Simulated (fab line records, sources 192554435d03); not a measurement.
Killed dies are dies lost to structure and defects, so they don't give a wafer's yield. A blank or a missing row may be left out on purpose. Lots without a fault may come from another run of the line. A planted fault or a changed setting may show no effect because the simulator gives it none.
Problem report in the 8D (eight disciplines) form, filled by code | flow n5_finfet | the parts of the form that need people (team, actions taken, sign-off) are left out

1. THE PROBLEM
raw_defect_count at N5_BEOL_M11_INSPECT_13 reads a mean of 1181 on 2 wafers of 2 lots; wafers without a fault read 412 with a standard deviation of 94. That is +8.2 standard deviations from the usual mean.
The step: inspects for defects (brightfield).
First seen on wafer L992.4, day 15 04:30, on defect_inspect-01. The record holds 33 wafers of 11 lots with a number at this step. Rule for "out", or "out of limits": more than 4 standard deviations from the usual mean. The other wafers with a number count as sound.

2. WHAT IT IS AND WHAT IT IS NOT
question                    | is                                   | is not
which readings at this step | raw_defect_count                     | -
which lots                  | L992, L998                           | L100, L978, L981, L982, L983, L984, L986, L988, L999
which wafers of those lots  | L992.4, L998.3                       | L992.2, L992.3, L998.2, L998.4
read on which gauges        | defect_inspect-01, defect_inspect-02 | -
when                        | from day 15 04:30                    | up to then (23 sound wafers); but 8 sound wafers of L100, L998, L999 came after

3. SUSPECTS, AND WHAT RULES EACH OUT
Counting: a tool at a process step up to the reading stays a suspect if it ran every lot that is out. Sound lots after the first of them don't rule it out here, since some wafers of a struck lot are sound.
- the gauge at N5_BEOL_M11_INSPECT_13: ruled out. The wafers that are out were read on 2 gauges (defect_inspect-01, defect_inspect-02).
- pvd_sputter-03 at N5_BEOL_M11_HM_DEP_02 (deposits TiN, target thk 20 nm): kept. It ran every lot that is out, first L992 (day 15 03:57); its last sound lot up to then is L983 (day 12 13:26).
Left after counting: pvd_sputter-03 at N5_BEOL_M11_HM_DEP_02.

4. THE CAUSE (what the simulator had put in)
Chamber particle source: pvd_sputter-03, from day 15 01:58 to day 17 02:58, at N5_BEOL_M11_HM_DEP_02. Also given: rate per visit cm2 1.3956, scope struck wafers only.
Counting left only this tool.

5. THE CHAIN OF EFFECTS, in route order
Each row: a reading whose mean over the struck wafers that have a number lies more than 3 standard deviations from the usual. Only readings for which the record gives a usual standard deviation are gone through. hours: the time from each lot's start at the first step in this table that gives one to its start at this step, as a median over the lots. sigmas: the change in usual standard deviations.
hours | step                    | reading              | usual  | on struck wafers | change | sigmas
0     | N5_BEOL_M11_INSPECT_13  | raw_defect_count     | 412    | 1181             | +769   | +8.2
47    | N5_PASSIVATION_PROBE_49 | defect_limited_yield | 91.7 % | 87.1             | -4.6   | -3.1
47    | N5_PASSIVATION_PROBE_49 | killed_at_M4_up      | 14     | 76               | +62    | +12
47    | N5_PASSIVATION_PROBE_49 | killed_on_rim        | 13     | 29               | +16    | +4.4
47    | N5_PASSIVATION_PROBE_49 | sort_yield_pct       | 91.7 % | 87.1             | -4.6   | -3.1
The process steps in it:
- N5_PASSIVATION_PROBE_49
Later measuring or inspecting steps at which every struck wafer that the step has a row for has a number for every such reading, and none has moved that far: N5_BEOL_M11_CD_MEAS_18.

6. WHAT WOULD HAVE CAUGHT IT SOONER
In this record the first reading out of limits at a measuring or inspecting step was taken at day 15 04:30, 3 hours after the fault began at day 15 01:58.
Of the tool readings at N5_BEOL_M11_HM_DEP_02 for which the record gives a usual standard deviation, none was out on any struck wafer, so an alarm limit of 4 standard deviations on them would not have fired.
Of the lots that are out (2), L998 began N5_BEOL_M11_HM_DEP_02 on pvd_sputter-03 after day 15 04:30. A hold on the tool at that time would have spared it.
